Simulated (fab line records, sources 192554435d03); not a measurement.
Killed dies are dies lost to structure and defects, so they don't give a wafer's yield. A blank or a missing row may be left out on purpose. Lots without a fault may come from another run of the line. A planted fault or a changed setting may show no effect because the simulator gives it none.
A struck lot beside a sound one | flow n5_finfet | 16 steps out of a route of 1938
Sound: wafers L678.1, L678.3, L678.4. Struck: wafer L679.6. (L679.2 of the same lot was not struck and is left out.) The cause comes at the end.
At each step with rows: each side's tool, then ch and its chambers, then its first start. Under that, the readings that differ: sound wafers | struck wafers | difference of the means | sigmas: that difference in standard deviations of wafers without a fault.
alike: readings whose means differ by less than 2 such deviations, and words and numbers that are the same on both sides. not compared: withheld readings, readings that some wafer has no value for, bounds like >300 that may hide the same value, and numbers for which the record gives no deviation and whose values overlap.
The two part at a step that has a row with sigmas, a row that says differs or no value, or rows on one side only. Numbers that don't overlap but have no deviation are shown without sigmas and don't part them. A reading that every wafer of one side lacks parts them only if that side has two wafers or more.

first, 8 steps without rows for these wafers: N5_MOL_CONTACT_COAG_COAT_63 (time 60 s, resist thk 10 nm); N5_MOL_CONTACT_COAG_COAT_64 (time 60 s, resist thk 10 nm); N5_MOL_CONTACT_COAG_COAT_34 (resist thk 40 nm); N5_MOL_CONTACT_COAG_EBR_36; N5_MOL_CONTACT_COAG_SOFTBAKE_35 (time 60 s); N5_MOL_CONTACT_COAG_EXPOSE_37 (exposes mask VD, defocus 0 nm); N5_MOL_CONTACT_COAG_PEB_38 (peb time 60 s); N5_MOL_CONTACT_COAG_DEVELOP_39 (develop time 30 s).
N5_MOL_CONTACT_COAG_CD_MEAS_40: target cd 25.1 nm.
  sound on cd_sem-01 ch 0, day 6 04:52; struck on cd_sem-03 ch 0, day 6 11:59
  alike: cd_nm
N5_MOL_CONTACT_COAG_OVL_MEAS_41:
  sound on overlay-01 ch 0, day 6 04:54; struck on overlay-02 ch 0, day 6 12:02
  alike: VD_OVL
N5_MOL_CONTACT_COAG_INSPECT_42: inspects for defects (brightfield).
  sound on defect_inspect-01, day 6 04:58; struck on defect_inspect-01, day 6 12:05
  alike: raw_defect_count
N5_MOL_CONTACT_COAG_DESCUM_45: chemistry O2, time 7 s.
  sound on rie_diel-03 ch 2,3, day 6 05:00; struck on rie_diel-03 ch 3, day 6 12:07
  alike: drypump_motor_current_A, oes_product_au, rf_fwd_power_W, rf_vpp_V, showerhead_plenum_p_Torr, throttle_valve_pct
  not compared: rf_hours_counter_h
N5_MOL_CONTACT_COAG_ETCH_65: etches underlayer in N2/H2, target depth 13 nm, time 10.4 s.
  sound on rie_diel-03 ch 2,3, day 6 05:02; struck on rie_diel-03 ch 3, day 6 12:09
  reading               | sound             | struck | difference | sigmas
  etch_rf_on_time_s (s) | 10.67 10.59 10.66 | 7.26   | -3.38      | -16
  oes_product_au (a.u.) | 0.72 0.58 0.72    | 0.91   | +0.24      | +3
  alike: drypump_motor_current_A, n2_flow_sccm, rf_fwd_power_W, rf_vpp_V, showerhead_plenum_p_Torr, throttle_valve_pct
  not compared: rf_hours_counter_h
N5_MOL_CONTACT_COAG_ETCH_66: etches SiARC in CF4, target depth 13 nm, time 21.7 s.
  sound on rie_diel-03 ch 2,3, day 6 05:03; struck on rie_diel-03 ch 3, day 6 12:10
  alike: drypump_motor_current_A, etch_rf_on_time_s, mfc_ar_sccm, oes_product_au, rf_fwd_power_W, rf_vpp_V, showerhead_plenum_p_Torr, throttle_valve_pct
  not compared: rf_hours_counter_h
-- the record jumps here: 3 days lie between the struck wafers' starts before and after (it left off in module MOL_CONTACT_COAG and takes up again in module BEOL_M4, whose first step shown is number 1111 of the route) --
N5_BEOL_M4_RC_MEAS_101:
  sound on prober-02 ch 0, day 9 16:59; struck on prober-01 ch 0, day 9 19:42
  reading        | sound             | struck | difference | sigmas
  DIBL_N (mV/V)  | 39.1 38.6 37.9    | 35.3   | -3.2       | -2
  IOFF_N (nA/um) | 0.234 0.235 0.209 | 0.154  | -0.072     | -2
  IOFF_P (nA/um) | 0.29 0.27 0.25    | 0.19   | -0.08      | -2
  ION_N (uA/um)  | 694 696 691       | 667    | -27        | -2
  VT_N (mV)      | 244 241 244       | 250    | +7         | +2
  VT_P (mV)      | -245 -244 -244    | -253   | -9         | -2
  alike: DIBL_P, ION_P, SS_N, SS_P
N5_PASSIVATION_PROBE_49:
  the record has rows for the sound wafers here (prober-02, day 14 05:51) and none for the struck ones

WHERE THEY PART
First at N5_MOL_CONTACT_COAG_ETCH_65; last, within this record, at N5_PASSIVATION_PROBE_49.

WHY: what the simulator had put in
Process parameter drift: rie_diel-03, from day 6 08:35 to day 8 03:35, at N5_MOL_CONTACT_COAG_ETCH_65. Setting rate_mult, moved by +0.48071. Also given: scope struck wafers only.
